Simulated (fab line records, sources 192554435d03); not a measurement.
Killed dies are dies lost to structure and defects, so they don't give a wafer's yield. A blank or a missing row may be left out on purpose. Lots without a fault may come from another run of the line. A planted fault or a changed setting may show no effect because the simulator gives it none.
Split-lot experiment | flow n5_finfet | 7 lots, 39 wafers read, on a route of 1938 steps

THE SPLIT
At N5_DUMMY_GATE_ETCH_31 (etches SiO2 in C4F6/O2, target depth 82.5 nm, time 27.5 s), the setting target_depth_a was moved away from the recipe's 825 angstrom on 12 of the 39 wafers read, by -40.4% to +56.6%. The other wafers ran this setting at the recipe's value.

The reading is taken at the split's own step.

THE READING
SOC_of_DUMMY_GATE_COAT_34.thk_nm (the simulator's own value, which no gauge read), in nm, at N5_DUMMY_GATE_ETCH_31 (etches SiO2 in C4F6/O2, target depth 82.5 nm, time 27.5 s). The file gives no usual value for it. The 27 wafers here that ran the recipe average 51.7 nm, standard deviation 0.26 nm.

wafer  | tool, chamber at the split | target_depth_a as run, angstrom | against the recipe | SOC_of_DUMMY_GATE_COAT_34.thk_nm, nm | against lot-mates on the recipe
L079.1 | rie_diel-04, 1             | 825                             | recipe             | 51.6                                 | -
L079.2 | rie_diel-04, 2             | 825                             | recipe             | 51.6                                 | -
L079.3 | rie_diel-04, 0             | 825                             | recipe             | 51.2                                 | -
L079.4 | rie_diel-04, 1             | 825                             | recipe             | 51.8                                 | -
L079.5 | rie_diel-04, 0             | 825                             | recipe             | 51.4                                 | -
L079.6 | rie_diel-04, 2             | 825                             | recipe             | 51.8                                 | -
L080.1 | rie_diel-04, 2             | 825                             | recipe             | 52.4                                 | -
L080.2 | rie_diel-04, 0             | 491.4                           | -40.4%             | 55.4                                 | +3.2
L080.3 | rie_diel-04, 1             | 825                             | recipe             | 52.2                                 | -
L080.4 | rie_diel-04, 0             | 825                             | recipe             | 52                                   | -
L080.5 | rie_diel-04, 1             | 491.4                           | -40.4%             | 55.4                                 | +3.2
L080.6 | rie_diel-04, 2             | 491.4                           | -40.4%             | 55.2                                 | +3.0
L082.1 | rie_diel-04, 2             | 825                             | recipe             | 51.6                                 | -
L082.2 | rie_diel-04, 0             | 825                             | recipe             | 51.6                                 | -
L082.3 | rie_diel-04, 1             | 639.3                           | -22.5%             | 53.6                                 | +1.9
L082.4 | rie_diel-04, 0             | 639.3                           | -22.5%             | 53.4                                 | +1.7
L082.5 | rie_diel-04, 2             | 825                             | recipe             | 52                                   | -
L082.6 | rie_diel-04, 1             | 639.3                           | -22.5%             | 53.6                                 | +1.9
L083.1 | rie_diel-06, 3             | 825                             | recipe             | 51.6                                 | -
L083.2 | rie_diel-06, 2             | 825                             | recipe             | 51.8                                 | -
L083.3 | rie_diel-06, 0             | 543.2                           | -34.2%             | 54.6                                 | +3.0
L083.4 | rie_diel-06, 1             | 543.2                           | -34.2%             | 54.6                                 | +3.0
L083.5 | rie_diel-06, 3             | 825                             | recipe             | 51.4                                 | -
L083.6 | rie_diel-06, 0             | 543.2                           | -34.2%             | 54.4                                 | +2.8
L085.1 | rie_diel-05, 0             | 825                             | recipe             | 52                                   | -
L085.2 | rie_diel-05, 2             | 825                             | recipe             | 51.8                                 | -
L085.3 | rie_diel-05, 1             | 1292                            | +56.6%             | 47.4                                 | -4.5
L085.4 | rie_diel-05, 3             | 825                             | recipe             | 52                                   | -
L085.5 | rie_diel-05, 1             | 1292                            | +56.6%             | 47.2                                 | -4.7
L085.6 | rie_diel-05, 2             | 1292                            | +56.6%             | 47.2                                 | -4.7
L092.1 | rie_diel-04, 1             | 825                             | recipe             | 51.6                                 | -
L092.2 | rie_diel-04, 3             | 825                             | recipe             | 51.6                                 | -
L092.3 | rie_diel-04, 0             | 825                             | recipe             | 51.6                                 | -
L092.4 | rie_diel-04, 1             | 825                             | recipe             | 51.8                                 | -
L092.5 | rie_diel-04, 0             | 825                             | recipe             | 51.4                                 | -
L092.6 | rie_diel-04, 3             | 825                             | recipe             | 51.8                                 | -
L095.2 | rie_diel-06, 0             | 825                             | recipe             | 52                                   | -
L095.4 | rie_diel-06, 2             | 825                             | recipe             | 51.8                                 | -
L095.5 | rie_diel-06, 0             | 825                             | recipe             | 51.8                                 | -

THE FIT
A straight line over all 39 wafers: SOC_of_DUMMY_GATE_COAT_34.thk_nm changes by -0.0818 nm for each +1% of target_depth_a; r = -0.99; the points scatter about the line by 0.24 nm.
The same after taking each lot's own level away (the mean of its wafers on the recipe; 39 wafers): -0.0817 nm for each +1%; r = -1.00; scatter 0.16 nm.
On that fit, the largest move of target_depth_a shifts the reading by 4.6 nm.
The lots' own levels span 51.57 to 52.20 nm, that is 2.4 times the standard deviation above.
So the lot-to-lot level changes the slope little: the two slopes agree.
Check: with one of the wafers moved furthest among these (+56.6%) left out of the fit, the line predicts -4.66 nm for it against its lot-mates. It came out at -4.53 nm against them.

OTHER SPLITS ON THESE WAFERS
These wafers also went through other splits before the reading. Each is held against what the fit with the lots' levels taken away leaves over:
other split on the same wafers        | wafers away from the commonest value | r with SOC_of_DUMMY_GATE_COAT_34.thk_nm (lot level and that fit taken away)
N5_FIN_SAQP_SPACER1_ALD_24 ald_cycles | 9                                    | +0.00

THE WHOLE CHAIN: every reading that the file lists as answering this split, in the file's order
step                  | what it does                                                   | reading                                                                           | change (the file's fit)                                                              | r (the file's)
N5_DUMMY_GATE_ETCH_31 | etches SiO2 in C4F6/O2, target depth 82.5 nm, time 27.5 s      | etch.depth_nm (the simulator's own value, which no gauge read)                    | +0.824 nm for each +1% of the setting                                                | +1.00
N5_DUMMY_GATE_ETCH_31 | etches SiO2 in C4F6/O2, target depth 82.5 nm, time 27.5 s      | SOC_of_DUMMY_GATE_COAT_34.thk_nm (the simulator's own value, which no gauge read) | -0.0816 nm for each +1% of the setting                                               | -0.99
N5_DUMMY_GATE_ETCH_44 | etches poly-Si in HBr/O2, stops on SiO2, target depth 127.5 nm | oes_product_au                                                                    | not straight: 0.380 at the lowest setting, 0.732 at the recipe, 0.746 at the highest | not given

THE FILE'S OWN FIT
SOC_of_DUMMY_GATE_COAT_34.thk_nm changes by -0.0816 nm for each +1% of target_depth_a, r = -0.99.
